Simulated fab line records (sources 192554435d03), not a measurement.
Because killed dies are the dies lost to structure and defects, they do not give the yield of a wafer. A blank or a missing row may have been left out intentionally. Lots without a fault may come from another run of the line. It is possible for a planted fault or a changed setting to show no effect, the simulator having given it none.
The tool behind it: which one? ; flow n5Finfet ; 24 lots, 72 wafers sampled, at 1 step of a route of 1938

WHAT THE GAUGES SHOWED, per wafer
N5_BEOL_M4_CD_MEAS_35: target cd 18 nm, target cd y 22.4 nm. Usual: 18.0 nm for cdNm, sd 0.32.
lot;measured;on;cdNm (nm);flag
L074;day 7 20:25;cdSem-02;18.5 17.9 18.2;
L075;day 8 01:09;cdSem-01;18.2 17.7 18.2;
L076;day 8 09:19;cdSem-01;17.8 17.9 18.3;
L079;day 8 19:43;cdSem-03;18.1 17.8 17.9;
L077;day 8 21:20;cdSem-01;18.3 18.0 18.0;
L078;day 9 02:50;cdSem-03;18.1 18.2 18.7;
L080;day 9 05:55;cdSem-02;18.6 18.6 18.4;
L081;day 9 21:02;cdSem-03;17.6 18.0 18.3;
L082;day 10 04:15;cdSem-01;18.1 17.7 17.8;
L083;day 10 14:07;cdSem-02;18.1 18.2 18.7;
L084;day 11 00:10;cdSem-01;17.7 18.0 17.7;
L086;day 11 00:11;cdSem-02;17.9 17.2 18.1;
L085;day 11 04:30;cdSem-03;17.8 18.3 18.0;
L087;day 11 05:13;cdSem-03;17.6 18.1 18.3;
L088;day 11 07:34;cdSem-03;17.7 17.7 17.4;
L090;day 12 00:45;cdSem-01;17.6 17.5 18.0;
L089;day 12 06:25;cdSem-03;18.4 18.4 18.1;
L091;day 12 07:33;cdSem-01;17.8 18.3 17.6;
L092;day 12 10:06;cdSem-01;17.8 18.1 17.6;
L094;day 12 18:05;cdSem-02;18.0 17.6 18.1;
L093;day 12 18:40;cdSem-01;18.7 18.4 18.3;
L095;day 13 12:00;cdSem-03;18.6 17.8 18.0;
L096;day 13 12:28;cdSem-01;18.1 17.5 17.7;
L097;day 13 19:11;cdSem-02;17.6 18.0 17.9;

WHICH TOOL RAN EACH LOT (tool, then ch and the chambers of the sampled wafers, then the start)
Record: no process step prior to these readings.

WHAT THE TOOLS THEMSELVES READ (means of the sampled wafers that have a number; where no wafer has one, the mark that the record gives instead)
The record holds no such reading with a usual standard deviation.

THE ANSWER, worked out from the rows above alone
Rule: lot off if the mean of its wafers having a number is beyond 3 standard deviations from the usual mean. A lot without any number at a reading at which 4 lots or more have one is off too. All remaining lots with rows at the step are treated as sound. Order of review: gauges by route order, followed by the tools' own readings, for which a lot's mean as printed above is used. The first step at which some lot is off is used, and at that step the reading that is off furthest; a lot without a number counts as furthest.
None of the lots is off at any reading shown; this tells nothing.

WHAT THE SIMULATOR PUT IN
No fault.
